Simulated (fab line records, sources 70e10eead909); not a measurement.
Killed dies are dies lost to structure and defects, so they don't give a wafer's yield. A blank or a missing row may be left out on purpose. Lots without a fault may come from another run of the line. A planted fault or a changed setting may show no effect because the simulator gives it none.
Which tool did it? | flow nand_harc | 7 lots, 21 wafers sampled, at 4 steps of a route of 1302

WHAT THE GAUGES READ, wafer by wafer
NHARC_A_ONON_D1_THK_MEAS_27: measures by ellipsometry.
lot  | measured     | on            | thk_nm (nm)
L496 | day 8 11:23  | film_metro-01 | 1003 1005 1005
L501 | day 10 15:38 | film_metro-01 | 1010 1009 1009
L503 | day 11 11:47 | film_metro-02 | 990 990 988
L512 | day 15 05:22 | film_metro-01 | 989 987 987
L514 | day 16 05:29 | film_metro-01 | 1011 1011 1012
L516 | day 17 12:11 | film_metro-01 | 1021 1021 1021
L518 | day 18 05:53 | film_metro-02 | 989 989 988

WHICH TOOL RAN EACH LOT (tool, then ch and the chambers of the sampled wafers, then the start)
lot  | NHARC_P_BONDPAD_PRE_CLEAN_26            | NHARC_A_ZERO_WELL_RTA_16         | NHARC_A_ONON_D1_DEP_22
L496 | pvd_sputter-01, day 7 03:10 or earlier  | rtp_anneal-02 ch 0, day 7 03:10  | pecvd_onon-01 ch 0, day 8 10:21
L501 | pvd_sputter-01, day 9 07:19 or earlier  | rtp_anneal-01 ch 0, day 9 07:19  | pecvd_onon-01 ch 0, day 10 14:33
L503 | pvd_sputter-01, day 10 02:10 or earlier | rtp_anneal-01 ch 0, day 10 02:10 | pecvd_onon-01 ch 0, day 11 10:41
L512 | pvd_sputter-01, day 13 19:56 or earlier | rtp_anneal-02 ch 0, day 13 19:56 | pecvd_onon-03 ch 0, day 15 04:20
L514 | pvd_sputter-03, day 14 16:38 or earlier | rtp_anneal-01 ch 0, day 14 16:38 | pecvd_onon-03 ch 0, day 16 04:25
L516 | pvd_sputter-02, day 16 00:17 or earlier | rtp_anneal-02 ch 0, day 16 00:17 | pecvd_onon-01 ch 0, day 17 11:07
L518 | pvd_sputter-01, day 16 21:31 or earlier | rtp_anneal-02 ch 0, day 16 21:31 | pecvd_onon-04 ch 0, day 18 04:48
- NHARC_P_BONDPAD_PRE_CLEAN_26: time 30 s.
- NHARC_A_ZERO_WELL_RTA_16: time 10 s.
- NHARC_A_ONON_D1_DEP_22: target thk 1000 nm.

THE ANSWER, worked out from the rows above alone
Rule: what is usual is taken from the lots themselves. Put in order of their means at a reading, lots are off if they are a third of the lots or fewer, leave a main group of 4 or more, and stand apart from it by a gap of 3 or more times the standard deviation of the main group's means; of several such gaps the widest counts. A main group whose means are all the same, to the digits that the tables above print for the reading, isn't used. A lot without any number at a reading at which 4 lots or more have one is off too. The other lots that the step has rows for count as sound.
No lot is off at any reading shown: from this, nothing can be told.

WHAT THE SIMULATOR HAD PUT IN
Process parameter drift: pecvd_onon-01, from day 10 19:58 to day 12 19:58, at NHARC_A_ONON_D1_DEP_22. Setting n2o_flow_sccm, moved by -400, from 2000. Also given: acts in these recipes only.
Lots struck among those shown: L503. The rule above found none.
